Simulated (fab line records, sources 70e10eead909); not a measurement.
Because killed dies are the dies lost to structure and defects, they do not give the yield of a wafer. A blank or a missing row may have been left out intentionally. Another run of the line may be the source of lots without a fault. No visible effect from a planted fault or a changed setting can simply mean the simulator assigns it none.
fab line records    flow nand_harc
[record] lots = 13  wafers = 39  last_day = 24
route steps=1159 shown A_STAIRCASE@551 END@1159
lots that met no fault: from a run of the same line without faults
start_h: hours from the record's first day to the start of the lot's first wafer shown    wait_h: hours from the lot's prior step to this one    " unchanged from the row above    L1.1+2: a row that stands for several wafers    - either no value or no given start    * or withheld: withheld    < > ~ a bound
route shown NAME@n: NAME is a module with steps in the file, n the number in the route of the first one    usual: the fault-free wafers' mean and standard deviation    same: alike in all rows    chamber/n: place in a boat    sites: readings site by site    _std_site: the values' standard deviation    _edge_site: outer sites' mean less inner sites'    radius_mm: for every site, how far away it sits from the centre of the wafer    mask NAME#n: copy n    behind: tool/chamber where the wafer was last shaped    hold: why the lot went on hold/how many hours it stayed there/how the hold came to an end    device: which transistor (n, p or np) failed to switch    end of line: the route-end tests of the same wafers    a step given without rows: its recipe and nothing more    killed: count of dies lost to structure and defects at first sort (not the wafer's yield)    map: shows each die of a wafer: x if killed, . if not, _ if none is there
set.NAME: setting as actually run; set.NAME@STEP: the setting as run at that earlier step    model.NAME: the simulator's own value behind a step, which no gauge read
one table for each step of the route and one row for each wafer, over a sample of lots
services: a tool's chamber out of use, with start hour (start_h, from the record's first day; less than 0 if before it), hours out, and reason
[[steps]]
[step NHARC_A_STAIRCASE_ETCH_15]
[recipe] target_depth_a = 1000  time_s = 40.5  ion_energy_ev = 400  c4f8_flow_sccm = 20  o2_flow_sccm = 10  ar_flow_sccm = withheld  rf_w = 600  bias_w = 1000  chemistry = C4F8/O2
[usual] bias_w = 1000/3.4  oes_product_au = 0.936/0.014  rf_vpp_V = 895/4.1
lot.wafer  tool         chamber  start_h  wait_h  bias_w  oes_product_au  rf_hours_counter_h  rf_vpp_V
L974.1     rie_diel-02  3        -        -       1002    0.940           29                  891
L974.5     "            1        "        "       1001    0.929           -                   902
L974.6     "            2        "        "       995     0.926           -                   893
L979.3     rie_diel-06  1        -        -       991     0.959           0                   894
L979.2     "            2        "        "       998     0.935           1                   894
L979.6     "            1        "        "       997     0.969           -                   895
L977.1     rie_diel-02  3        -        -       1005    0.953           36                  890
L977.2     "            1        "        "       1000    0.917           33                  903
L977.6     "            2        "        "       1001    0.957           -                   895
L976.3     rie_diel-06  2        -        -       998     0.923           3                   895
L976.1     "            3        "        "       1002    0.931           3                   894
L976.5     "            1        "        "       1003    0.926           -                   895
L978.3     rie_diel-06  1        -        -       998     0.936           6                   895
L978.6     "            0        "        "       1001    0.919           -                   896
L978.4     "            2        "        "       998     0.919           -                   896
L981.4     rie_diel-02  0        -        -       1000    0.951           44                  890
L981.3     "            1        "        "       1002    0.939           41                  902
L981.6     "            2        "        "       998     0.941           -                   894
L980.3     rie_diel-01  1        -        -       1005    0.961           54                  895
L980.4     "            2        "        "       993     0.952           55                  899
L980.2     "            3        "        "       993     0.945           54                  901
L985.2     rie_diel-06  1        -        -       997     0.934           25                  895
L985.6     "            3        "        "       1004    0.950           -                   894
L985.5     "            0        "        "       1003    0.939           -                   894
L991.4     rie_diel-02  1        -        -       996     0.913           1                   902
L991.5     "            3        "        "       999     0.930           -                   889
L991.6     "            0        "        "       1000    0.926           -                   888
L992.1     rie_diel-06  0        -        -       994     0.917           35                  894
L992.3     "            2        "        "       996     0.939           36                  894
L992.4     "            3        "        "       1002    0.920           24                  894
L993.3     rie_diel-01  0        -        -       1002    0.946           10                  900
L993.4     "            2        "        "       1003    0.947           9                   898
L993.1     "            3        "        "       1005    0.932           10                  901
L994.1     rie_diel-02  1        -        -       1000    0.920           5                   901
L994.3     "            3        "        "       991     0.937           5                   890
L994.6     "            1        "        "       998     0.917           -                   901
L996.3     rie_diel-06  0        -        -       999     0.912           47                  895
L996.2     "            1        "        "       996     0.918           43                  894
L996.1     "            2        "        "       1003    0.945           46                  895
[step NHARC_A_STAIRCASE_ETCH_23]
[recipe] target_depth_a = 1000  time_s = 40.5  ion_energy_ev = 400  c4f8_flow_sccm = 20  o2_flow_sccm = 10  ar_flow_sccm = withheld  rf_w = 600  bias_w = 1000  chemistry = C4F8/O2
[usual] bias_w = 1000/3.2  oes_product_au = 0.936/0.011  rf_vpp_V = 895/4.4
lot.wafer  tool         chamber  start_h  wait_h  bias_w  oes_product_au  rf_hours_counter_h  rf_vpp_V
L974.1     rie_diel-02  3        233.86   -       998     0.942           29                  890
L974.5     "            1        "        "       999     0.907           -                   902
L974.6     "            2        "        "       1009    0.920           -                   893
L979.2     rie_diel-06  1        253.82   -       1003    0.950           1                   894
L979.3     "            2        "        "       995     0.930           1                   896
L979.6     "            3        "        "       995     0.947           -                   894
L977.2     rie_diel-02  2        254.02   -       999     0.935           33                  893
L977.1     "            3        "        "       993     0.943           37                  888
L977.6     "            2        "        "       997     0.938           -                   895
L976.3     rie_diel-01  0        259.04   -       1001    0.920           48                  899
L976.1     "            3        "        "       1000    0.941           49                  901
L976.5     "            0        "        "       1002    0.922           -                   899
L978.4     rie_diel-02  2        266.04   -       1001    0.945           38                  894
L978.3     "            1        "        "       999     0.931           38                  903
L978.6     "            2        "        "       1002    0.938           -                   894
L981.4     rie_diel-02  3        278.37   -       995     0.955           47                  888
L981.3     "            2        "        "       998     0.928           42                  895
L981.6     "            0        "        "       1000    0.946           -                   890
L980.2     rie_diel-06  2        278.76   -       999     0.952           12                  895
L980.3     "            1        "        "       1002    0.943           11                  893
L980.4     "            0        "        "       1007    0.934           -                   896
L985.2     rie_diel-06  3        327.30   -       1003    0.953           15                  893
L985.6     "            2        "        "       997     0.934           -                   896
L985.5     "            3        "        "       1006    0.951           -                   894
L991.4     rie_diel-02  1        339.61   -       998     0.932           1                   903
L991.5     "            0        "        "       998     0.744           -                   888
L991.6     "            1        "        "       995     0.934           -                   902
L992.4     rie_diel-06  0        343.40   -       1005    0.920           36                  895
L992.3     "            1        "        "       1000    0.919           34                  895
L992.1     "            2        "        "       999     0.928           36                  893
L993.4     rie_diel-01  1        349.58   -       1001    0.956           10                  892
L993.3     "            3        "        "       1003    0.936           12                  902
L993.1     "            0        "        "       1003    0.942           11                  901
L994.1     rie_diel-01  2        350.50   -       997     0.942           12                  900
L994.3     "            0        "        "       1000    0.927           12                  899
L994.6     "            3        "        "       999     0.937           -                   901
L996.2     rie_diel-06  2        365.02   -       998     0.930           46                  895
L996.1     "            3        "        "       1004    0.944           36                  893
L996.3     "            0        "        "       999     0.929           47                  894
[step NHARC_A_STAIRCASE_ETCH_27]
[recipe] target_depth_a = 1000  time_s = 40.5  ion_energy_ev = 400  c4f8_flow_sccm = 20  o2_flow_sccm = 10  ar_flow_sccm = withheld  rf_w = 600  bias_w = 1000  chemistry = C4F8/O2
[usual] bias_w = 1000/3.5  oes_product_au = 0.936/0.012  rf_vpp_V = 894/4.4
lot.wafer  tool         chamber  start_h  wait_h  bias_w  oes_product_au  rf_hours_counter_h  rf_vpp_V
L974.1     rie_diel-02  2        -        -       992     0.922           26                  894
L974.6     "            2        "        "       994     0.932           -                   894
L974.5     "            3        "        "       996     0.937           -                   888
L979.3     rie_diel-06  3        -        -       1002    0.956           1                   893
L979.2     "            2        "        "       996     0.937           1                   895
L979.6     "            0        "        "       1009    0.925           -                   896
L977.1     rie_diel-02  0        -        -       995     0.937           36                  889
L977.2     "            1        "        "       1001    0.916           34                  903
L977.6     "            3        "        "       1002    0.947           -                   888
L976.3     rie_diel-01  1        -        -       1004    0.950           49                  892
L976.1     "            0        "        "       1001    0.908           49                  901
L976.5     "            2        "        "       1004    0.947           -                   901
L978.4     rie_diel-02  3        -        -       1002    0.959           44                  888
L978.3     "            0        "        "       1004    0.945           41                  888
L978.6     "            2        "        "       1005    0.928           -                   894
L981.3     rie_diel-02  3        -        -       1004    0.963           47                  890
L981.4     "            0        "        "       1001    0.948           45                  889
L981.6     "            3        "        "       996     0.960           -                   889
L980.2     rie_diel-06  0        -        -       998     0.930           14                  895
L980.4     "            1        "        "       1002    0.919           -                   895
L980.3     "            0        "        "       1000    0.922           -                   895
L985.2     rie_diel-06  0        -        -       999     0.938           27                  895
L985.5     "            1        "        "       994     0.941           -                   894
L985.6     "            2        "        "       1001    0.945           -                   894
L991.4     rie_diel-02  1        -        -       995     0.929           2                   902
L991.6     "            0        "        "       1000    0.953           -                   889
L991.5     "            1        "        "       1001    0.933           -                   901
L992.3     rie_diel-06  1        -        -       1001    0.909           35                  894
L992.4     "            2        "        "       998     0.930           37                  893
L992.1     "            0        "        "       1001    0.928           36                  894
L993.3     rie_diel-01  1        -        -       998     0.947           11                  892
L993.1     "            2        "        "       1002    0.966           11                  898
L993.4     "            3        "        "       1000    0.933           12                  901
L994.1     rie_diel-01  3        -        -       1001    0.916           12                  901
L994.3     "            2        "        "       1004    0.953           12                  901
L994.6     "            3        "        "       998     0.926           -                   901
L996.2     rie_diel-06  1        -        -       997     0.935           44                  894
L996.3     "            2        "        "       999     0.951           46                  894
L996.1     "            3        "        "       1003    0.931           36                  895
[step NHARC_A_STAIRCASE_STRIP_175]
[recipe] power_w = 1500  temp_c = 250  chemistry = O2
[usual] drypump_motor_current_A = 5.9/0.44  heater_power_w = 362/25
lot.wafer  tool             chamber  start_h  wait_h  drypump_motor_current_A  heater_power_w  rf_hours_counter_h
L974.1     plasma_asher-01  1        234.52   0.1     6.2                      361             11
L974.6     "                1        "        "       6.2                      352             -
L974.5     "                0        "        "       5.2                      304             -
L979.2     plasma_asher-01  1        254.44   0.1     6.2                      348             18
L979.3     "                1        "        "       6.2                      352             -
L979.6     "                0        "        "       5.2                      306             -
L977.2     plasma_asher-02  1        254.65   0.1     6.3                      364             41
L977.1     "                0        "        "       5.6                      383             41
L977.6     "                0        "        "       5.6                      384             -
L976.1     plasma_asher-02  1        259.95   0.1     6.3                      374             44
L976.3     "                0        "        "       5.6                      381             -
L976.5     "                1        "        "       6.3                      369             -
L978.3     plasma_asher-02  1        266.78   0.2     6.3                      385             -
L978.4     "                0        "        "       5.6                      390             -
L978.6     "                0        "        "       5.6                      395             -
L981.4     plasma_asher-02  1        279.10   0.2     6.4                      371             -
L981.3     "                0        "        "       5.6                      384             -
L981.6     "                1        "        "       6.4                      356             -
L980.2     plasma_asher-02  1        281.48   0.1     6.3                      366             50
L980.4     "                1        "        "       6.4                      369             -
L980.3     "                0        "        "       5.6                      391             -
L985.2     plasma_asher-01  1        327.93   0.1     6.2                      355             12
L985.5     "                1        "        "       6.2                      358             -
L985.6     "                0        "        "       5.2                      332             -
L991.4     plasma_asher-02  1        340.38   0.2     6.4                      375             -
L991.6     "                1        "        "       6.4                      365             -
L991.5     "                0        "        "       5.6                      387             -
L992.1     plasma_asher-01  0        344.28   0.1     5.2                      320             17
L992.3     "                0        "        "       5.2                      323             -
L992.4     "                1        "        "       6.2                      361             -
L993.1     plasma_asher-02  0        350.49   0.1     5.6                      398             72
L993.3     "                1        "        "       6.4                      372             -
L993.4     "                0        "        "       5.6                      388             -
L994.1     plasma_asher-01  0        351.40   0.1     5.2                      322             19
L994.3     "                0        "        "       5.2                      324             -
L994.6     "                0        "        "       5.2                      331             -
L996.2     plasma_asher-01  0        365.82   0.2     5.2                      329             27
L996.1     "                1        "        "       6.1                      354             27
L996.3     "                1        "        "       6.2                      353             -
[step NHARC_END_SORT_01]
[recipe] temp_c = 25
[usual] killed_at_array = 29/10  killed_at_other = 0.7/1.1  killed_at_periphery = 3.3/2.4  killed_dies = 33/11  killed_open = 3.3/2  killed_short = 1.9/1.3
[same] gross_dies = 677
lot.wafer  tool       chamber  start_h  wait_h  killed_at_array  killed_at_other  killed_at_periphery  killed_dies  killed_open  killed_short
L991.4     prober-02  0        567.93   3.4     28               0                3                    31           4            2
L991.5     prober-02  0        568.72   3.7     672              1                4                    677          7            3
L991.6     prober-02  0        569.51   3.9     38               2                3                    43           8            6
// killed by level:class
L991.4 A_SLIT:chamber_film_flake=12 A_CHANNEL_HOLE_D1:chamber_film_flake=10 A_CONTACT:geometric_particle:open=2 P_GATE:chamber_film_flake=2 P_CONTACT:geometric_particle:open=1 A_CHANNEL_FILL_D1:geometric_particle:short=1 A_WL_FILL:geometric_particle:short=1 A_M0:geometric_particle:open=1
L991.5 A_STAIRCASE:area_etch=647 A_SLIT:chamber_film_flake=11 A_CHANNEL_HOLE_D1:chamber_film_flake=4 P_CONTACT:geometric_particle:open=2 A_STAIRCASE:chamber_film_flake=2 A_CONTACT:chamber_film_flake=2 P_GATE:geometric_particle:open=1 P_M0:geometric_particle:open=1
L991.6 A_SLIT:chamber_film_flake=18 A_CHANNEL_HOLE_D1:chamber_film_flake=5 A_WL_FILL:geometric_particle:short=3 A_STAIRCASE:chamber_film_flake=3 STARTING-WAFER:geometric_particle:open=2 P_GATE:geometric_particle:open=1 P_CONTACT:geometric_particle:open=1 A_ONON_D1:geometric_particle:short=1
[[services]]
tool             chamber  start_h  hours  kind
rie_diel-02      2        212.03   3.8    repair
rie_diel-06      2        213.47   15.6   repair
rie_diel-06      0        220.35   -      clean
rie_diel-06      1        220.35   -      clean
rie_diel-06      3        220.35   -      clean
rie_diel-02      -        222.35   0.2    repair
plasma_asher-01  -        222.52   0.9    repair
rie_diel-06      3        237.56   -      consumable_replace:focus_ring
rie_diel-06      3        237.56   9.0    scheduled_down
rie_diel-06      3        237.56   9.0    vent_cycle
rie_diel-06      -        241.28   9.0    pm
rie_diel-06      0        241.28   9.0    vent_cycle
rie_diel-06      1        241.28   9.9    vent_cycle
rie_diel-06      2        241.28   9.0    vent_cycle
rie_diel-06      0        250.28   -      clean
rie_diel-06      0        250.28   -      consumable_replace:focus_ring
rie_diel-06      3        261.21   33.1   repair
rie_diel-06      -        267.38   0.8    repair
plasma_asher-01  -        276.62   9.0    pm
rie_diel-06      2        280.77   1.3    repair
plasma_asher-01  -        309.51   4.4    repair
rie_diel-01      -        314.80   9.0    pm
rie_diel-02      -        327.70   9.0    pm
plasma_asher-02  -        360.03   9.0    pm
[[key]]
[first_sign] step = NHARC_A_STAIRCASE_ETCH_23  reading = oes_product_au  direction = down  sigmas = 17  usual = 0.936  struck = 0.744
[effect] step = NHARC_END_SORT_01  reading = killed_at_array  direction = up  sigmas = 63  usual = 29  struck = 672
[more_kills_born_at] NHARC_A_STAIRCASE_ETCH_23@rie_diel-02 = 647
met_at NHARC_A_STAIRCASE_ETCH_23
struck_lots L991
struck_wafers L991.5
later_rows_left_out L991.5
tester_left_out L991
not_acting_at NHARC_A_STAIRCASE_ETCH_15,NHARC_A_STAIRCASE_ETCH_27,NHARC_A_STAIRCASE_STRIP_175
onset_between 278.37 339.61
[fault] kind = process_parameter_drift  tool = rie_diel-02  chamber = 0  onset_h = 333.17  steps = NHARC_A_STAIRCASE_ETCH_23  channel = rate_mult  offset = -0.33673  shape = step  end_h = 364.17
// tester_left_out: of these lots the tester's yield and bins aren't shown, on N5 and GAA mostly nor the transistor test; their killed dies are dies lost to structure and defects alone, not to doping, threshold or leakage, so they don't give the yield
// later_rows_left_out: the simulator's readings of these wafers behind a module that went badly wrong aren't trusted and aren't shown, but for the sort
